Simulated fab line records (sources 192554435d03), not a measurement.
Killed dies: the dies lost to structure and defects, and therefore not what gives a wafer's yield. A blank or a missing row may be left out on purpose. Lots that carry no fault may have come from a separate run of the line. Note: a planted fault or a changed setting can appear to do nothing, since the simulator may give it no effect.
fab line records	flow n5-finfet
record lots=12	wafers=29	last-day=17
route steps=1938 shown BEOL_M11@1537
lots with no fault: from the same line, run without faults
start-h: hours from the record's opening day to when the first of the lot's shown wafers began	wait-h: how many hours have passed since the lot's step before this one	" unchanged from the row above	L1.1+2: a single row standing in for several wafers	- no value, or no start given	* or withheld: withheld	< > ~ a bound
route shown NAME@n: a module of which the file shows steps, and the number in the route of the first	usual: mean and standard deviation over wafers with no fault	same: alike in all rows	chamber/n: place in a boat	sites: readings site by site	_std_site: the standard deviation of these	_edge_site: mean of outer sites minus mean of inner sites	radius-mm: how far each site lies from the wafer's centre	mask NAME#n: copy n	behind: the tool/chamber that last shaped the wafer	hold: what put the lot on hold/how long, in hours/how the hold closed	device: whichever transistor did not switch (one of n, p or np)	end of line: the tests these same wafers got at the end of their route	a step given without rows: its recipe and nothing more	killed: not the wafer's yield, but the dies lost to structure and defects at the first sort	map: a wafer's dies, x killed, . not, _ none there
set.NAME: the setting that was run; set.NAME@STEP: the one run at that earlier step	model.NAME: the simulator's own value behind a step, which no gauge read
steps of the route over a sample of lots; a table a step, a row a wafer
services: when a tool's chamber went out of use (start-h, in hours from the record's first day, below 0 if earlier), for how many hours, and the reason
## steps
# step N5_BEOL_M11_CURE_71
# recipe temp-c=385	time-s=240	ambient=He/Ar	material=SiCOH_lowk
# usual lamp-power-pct=52.32/0.055	wafer_temp_C_max=386.9/0.86
lot.wafer	tool	chamber	start-h	wait-h	lamp-power-pct	wafer_temp_C_max
L788.4	uv-cure-02	0	212.44	0.3	52.29	385.9
L788.6	"	0	"	"	52.32	386.7
L787.1	uv-cure-03	2	219.77	0.0	52.29	388.4
L787.4	"	2	"	"	52.34	388.0
L790.4	uv-cure-03	2	232.47	0.3	52.34	387.1
L790.5	"	2	"	"	52.43	388.0
L790.6	"	2	"	"	52.27	387.1
L789.2	uv-cure-02	0	232.60	0.1	52.34	385.7
L789.5	"	0	"	"	52.36	385.9
L792.2	uv-cure-02	1	240.12	0.1	52.41	386.2
L792.3	"	1	"	"	52.38	386.5
L792.6	"	1	"	"	52.23	386.2
L791.1	uv-cure-01	0	244.76	0.0	52.15	386.8
L791.2	"	0	"	"	52.21	386.9
L791.6	"	0	"	"	52.31	387.2
L797.2	uv-cure-03	2	282.22	0.1	52.28	388.8
L797.3	"	2	"	"	52.28	387.5
L797.6	"	2	"	"	52.36	386.9
L799.2	uv-cure-02	1	300.86	0.2	52.39	386.4
L799.4	"	1	"	"	52.43	386.6
L799.6	"	1	"	"	52.27	386.7
L803.4	uv-cure-01	2	320.16	0.3	52.32	386.7
L803.5	"	2	"	"	52.33	386.6
L806.3	uv-cure-02	0	325.39	0.2	52.30	386.2
L806.4	"	0	"	"	52.35	385.9
L808.5	uv-cure-02	2	354.33	0.3	52.42	386.8
L808.6	"	2	"	"	52.25	386.0
L810.2	uv-cure-01	2	370.13	0.1	52.36	386.1
L810.5	"	2	"	"	52.27	386.9
# step N5_BEOL_M11_INSPECT_13
# recipe mode=adi	inspect-instrument=brightfield
# usual raw-defect-count=413/91
lot.wafer	tool	chamber	start-h	wait-h	raw-defect-count
L788.4	defect-inspect-02	-	213.69	0.0	413
L788.6	"	-	"	"	365
L787.1	defect-inspect-01	-	221.65	0.0	433
L787.4	"	-	"	"	373
L790.4	defect-inspect-02	-	234.44	0.0	247
L790.5	"	-	"	"	275
L790.6	"	-	"	"	312
L789.2	defect-inspect-02	-	234.67	0.0	382
L789.5	"	-	"	"	541
L792.2	defect-inspect-02	-	242.63	0.0	310
L792.3	"	-	"	"	405
L792.6	"	-	"	"	278
L791.1	defect-inspect-02	-	246.46	0.0	423
L791.2	"	-	"	"	378
L791.6	"	-	"	"	381
L797.2	defect-inspect-01	-	286.42	0.0	589
L797.3	"	-	"	"	544
L797.6	"	-	"	"	635
L799.2	defect-inspect-02	-	302.33	0.0	493
L799.4	"	-	"	"	588
L799.6	"	-	"	"	562
L803.4	defect-inspect-02	-	323.33	0.0	447
L803.5	"	-	"	"	326
L806.3	defect-inspect-02	-	326.53	0.0	433
L806.4	"	-	"	"	343
L808.5	defect-inspect-01	-	355.43	0.0	363
L808.6	"	-	"	"	398
L810.2	defect-inspect-01	-	372.75	0.0	479
L810.5	"	-	"	"	507
# step N5_BEOL_M11_DESCUM_16
# recipe chemistry=O2	time-s=7.9	source-power-w=50	bias-power-w=20	pressure-mtorr=20	rf-frequency-hz=2.712e+07	temp-c=40	resist=CAR-ArF	o2-flow-sccm=225
# usual drypump-motor-current-A=5.6/0.33	oes-product-au=0.81/0.1	rf-vpp-V=243.4/1.2	showerhead-plenum-p-Torr=2.11/0.055	throttle-valve-pct=20.49/0.26
lot.wafer	tool	chamber	start-h	wait-h	drypump-motor-current-A	oes-product-au	rf-hours-counter-h	rf-vpp-V	showerhead-plenum-p-Torr	throttle-valve-pct
L788.4	rie-diel-01	2	213.72	0.0	5.9	0.72	219	243.4	2.04	20.65
L788.6	"	2	"	"	5.9	0.72	-	244.4	2.05	20.67
L787.1	rie-diel-06	1	221.68	0.0	5.9	0.69	226	244.0	2.17	20.81
L787.4	"	0	"	"	5.3	0.74	169	245.1	2.20	20.57
L790.4	rie-diel-06	3	234.51	0.1	4.9	0.68	236	242.3	1.98	20.96
L790.5	"	0	"	"	5.3	0.73	-	243.9	2.20	20.58
L790.6	"	3	"	"	4.9	0.68	-	241.3	1.98	20.94
L789.2	rie-diel-02	1	234.70	0.0	5.9	0.69	228	243.7	2.10	20.52
L789.5	"	0	"	"	5.8	0.85	-	243.4	2.14	20.45
L792.2	rie-diel-02	1	242.66	0.0	5.9	0.70	231	244.0	2.10	20.52
L792.3	"	0	"	"	5.8	0.85	62	244.2	2.14	20.44
L792.6	"	2	"	"	5.6	0.96	-	243.6	2.11	19.86
L791.1	rie-diel-02	0	246.54	0.1	5.8	0.84	63	244.3	2.14	20.45
L791.2	"	1	"	"	5.9	0.69	232	243.1	2.10	20.53
L791.6	"	1	"	"	5.9	0.69	-	242.9	2.10	20.51
L797.2	rie-diel-01	2	286.45	0.0	5.8	0.70	245	243.2	2.04	20.70
L797.3	"	1	"	"	5.5	0.71	195	244.5	2.15	20.43
L797.6	"	2	"	"	5.8	0.69	-	244.9	2.04	20.71
L799.2	rie-diel-02	1	302.37	0.0	5.9	0.68	249	242.0	2.09	20.55
L799.4	"	0	"	"	5.8	0.83	79	242.4	2.13	20.47
L799.6	"	1	"	"	5.9	0.69	-	243.2	2.09	20.55
L803.4	rie-diel-01	3	323.56	0.2	5.2	0.92	10	241.4	2.06	20.49
L803.5	"	1	"	"	5.5	0.69	-	245.1	2.14	20.44
L806.3	rie-diel-02	0	326.59	0.1	5.8	0.81	89	244.0	2.13	20.48
L806.4	"	1	"	"	5.9	0.97	-	240.0	2.09	20.16
L808.5	rie-diel-02	3	355.48	0.0	5.7	0.92	-	241.4	2.05	20.47
L808.6	"	0	"	"	5.9	0.80	-	242.5	2.12	20.50
L810.2	rie-diel-01	3	372.78	0.0	5.2	0.89	25	241.6	2.06	20.51
L810.5	"	0	"	"	5.3	0.82	-	243.9	2.12	20.76
# step N5_BEOL_M11_VIA_ETCH_34
# recipe chemistry=C4F6/O2	target=SiCOH_lowk	target-depth-a=1845	mask-material=SOC	taper-deg=4	time-s=69.2	ion-energy-ev=250	pressure-mtorr=30	source-w=345	bias-w=185	Ar_flow_sccm=300	C4F6_flow_sccm=10	O2_flow_sccm=10
# usual C4F6_flow_sccm=10.00/0.03	drypump-motor-current-A=5.5/0.35	oes-product-au=0.81/0.11	rf-fwd-power-W=342.2/1.1	rf-vpp-V=669/12	showerhead-plenum-p-Torr=2.88/0.075	throttle-valve-pct=20.95/0.29
lot.wafer	tool	chamber	start-h	wait-h	C4F6_flow_sccm	drypump-motor-current-A	oes-product-au	rf-fwd-power-W	rf-hours-counter-h	rf-vpp-V	showerhead-plenum-p-Torr	throttle-valve-pct
L788.4	rie-diel-06	3	215.13	0.0	10.00	4.9	0.69	343.4	230	649	2.74	21.70
L788.6	"	1	"	"	10.02	6.0	0.70	341.5	-	664	2.93	21.18
L787.1	rie-diel-01	2	224.14	0.0	10.02	5.8	0.71	343.0	222	679	2.85	21.49
L787.4	"	3	"	"	10.04	5.2	0.68	343.7	238	667	2.77	20.92
L790.4	rie-diel-02	1	235.70	0.0	9.95	5.9	0.70	341.3	228	657	2.85	20.98
L790.5	"	2	"	"	9.96	5.6	0.95	341.3	-	688	2.88	20.42
L790.6	"	3	"	"	9.99	5.8	0.69	340.9	-	642	2.79	21.18
L789.2	rie-diel-02	2	238.42	0.0	10.02	5.6	0.95	344.4	10	688	2.88	20.41
L789.5	"	1	"	"	9.95	5.9	0.69	339.6	-	658	2.85	20.97
L792.2	rie-diel-02	0	245.23	0.0	10.06	5.8	0.84	341.4	63	675	2.88	20.80
L792.3	"	1	"	"	10.01	5.9	0.69	340.6	231	658	2.85	20.97
L792.6	"	0	"	"	10.05	5.8	0.83	342.3	-	674	2.88	20.80
L791.1	rie-diel-01	3	248.11	0.0	9.93	5.2	0.67	342.9	247	667	2.76	20.92
L791.2	"	1	"	"	10.01	5.5	0.72	341.8	180	681	2.93	20.93
L791.6	"	3	"	"	9.99	5.2	0.67	341.8	-	668	2.76	20.94
L797.2	rie-diel-06	0	289.06	0.0	9.97	5.3	0.69	259.8	191	781	2.96	20.91
L797.3	"	2	"	"	10.02	5.0	0.78	259.3	94	755	2.86	20.76
L797.6	"	1	"	"	9.98	6.0	0.64	260.2	-	764	2.92	21.20
L799.2	rie-diel-06	2	304.54	0.0	10.00	5.0	0.78	258.4	101	756	2.85	20.77
L799.4	"	0	"	"	10.02	5.4	0.68	259.6	-	780	2.95	20.93
L799.6	"	3	"	"	9.98	4.9	0.93	259.1	-	757	3.07	21.35
L803.4	rie-diel-01	2	325.68	0.0	10.00	5.9	0.99	340.8	1	680	2.83	21.21
L803.5	"	0	"	"	10.02	5.3	0.82	344.0	-	671	2.87	21.16
L806.3	rie-diel-02	1	330.50	0.0	10.00	5.9	0.95	341.6	3	657	2.84	20.63
L806.4	"	2	"	"	9.93	5.6	0.89	341.4	-	688	2.87	20.46
L808.5	rie-diel-02	0	357.79	0.0	10.03	5.8	0.79	341.5	-	674	2.86	20.86
L808.6	"	3	"	"	10.01	5.8	0.92	341.0	-	640	2.78	20.84
L810.2	rie-diel-06	0	374.08	0.0	10.02	5.3	0.70	341.4	219	679	2.94	20.99
L810.5	"	2	"	"	9.99	5.1	0.80	341.1	-	655	2.84	20.82
## services
tool	chamber	start-h	hours	kind
rie-diel-02	2	196.07	-	clean
rie-diel-02	2	196.07	-	consumable-replace:focus-ring
rie-diel-01	2	220.13	3.2	repair
uv-cure-02	-	220.88	7.5	pm
uv-cure-03	-	221.77	2.8	pm
uv-cure-03	-	225.99	0.6	repair
uv-cure-02	-	228.57	1.0	pm
rie-diel-02	3	236.85	-	clean
rie-diel-02	3	236.85	-	consumable-replace:focus-ring
rie-diel-02	3	236.85	19.3	scheduled-down
rie-diel-02	3	236.85	19.3	vent-cycle
uv-cure-03	-	242.40	13.2	repair
rie-diel-02	3	266.56	10.3	repair
uv-cure-01	-	270.59	1.0	pm
uv-cure-01	-	282.47	1.0	repair
rie-diel-02	1	304.80	-	clean
rie-diel-02	1	304.80	-	consumable-replace:focus-ring
rie-diel-02	3	320.24	22.2	repair
uv-cure-02	-	342.30	1.1	repair
uv-cure-02	-	346.20	2.1	pm
rie-diel-01	0	350.91	2.9	repair
rie-diel-06	2	352.76	1.7	repair
rie-diel-02	1	356.52	10.3	repair
uv-cure-02	-	373.51	5.3	repair
## key
first-sign step=N5_BEOL_M11_VIA_ETCH_34	reading=rf-fwd-power-W	direction=down	sigmas=74	usual=*	struck=*
effect step=N5_BEOL_M11_VIA_ETCH_34	reading=rf-vpp-V	direction=up	sigmas=7.9	usual=669	struck=766
met-at N5_BEOL_M11_VIA_ETCH_34
struck-lots L797,L799
baseline-loss step=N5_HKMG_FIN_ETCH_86	wafers=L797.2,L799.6
not-acting-at N5_BEOL_M11_CURE_71,N5_BEOL_M11_INSPECT_13,N5_BEOL_M11_DESCUM_16
onset-between 215.13 289.06
fault kind=process-parameter-drift	tool=rie-diel-06	chamber=-	onset-h=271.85	steps=N5_BEOL_M11_VIA_ETCH_34	channel=source-w	offset=-82.8	shape=step	end-h=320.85	acts-in=these-recipes-only	stated=345
# baseline-loss: these wafers lose ten dies or more at that step, a loss of the line's own and not of a fault; the sort's usual values leave them out
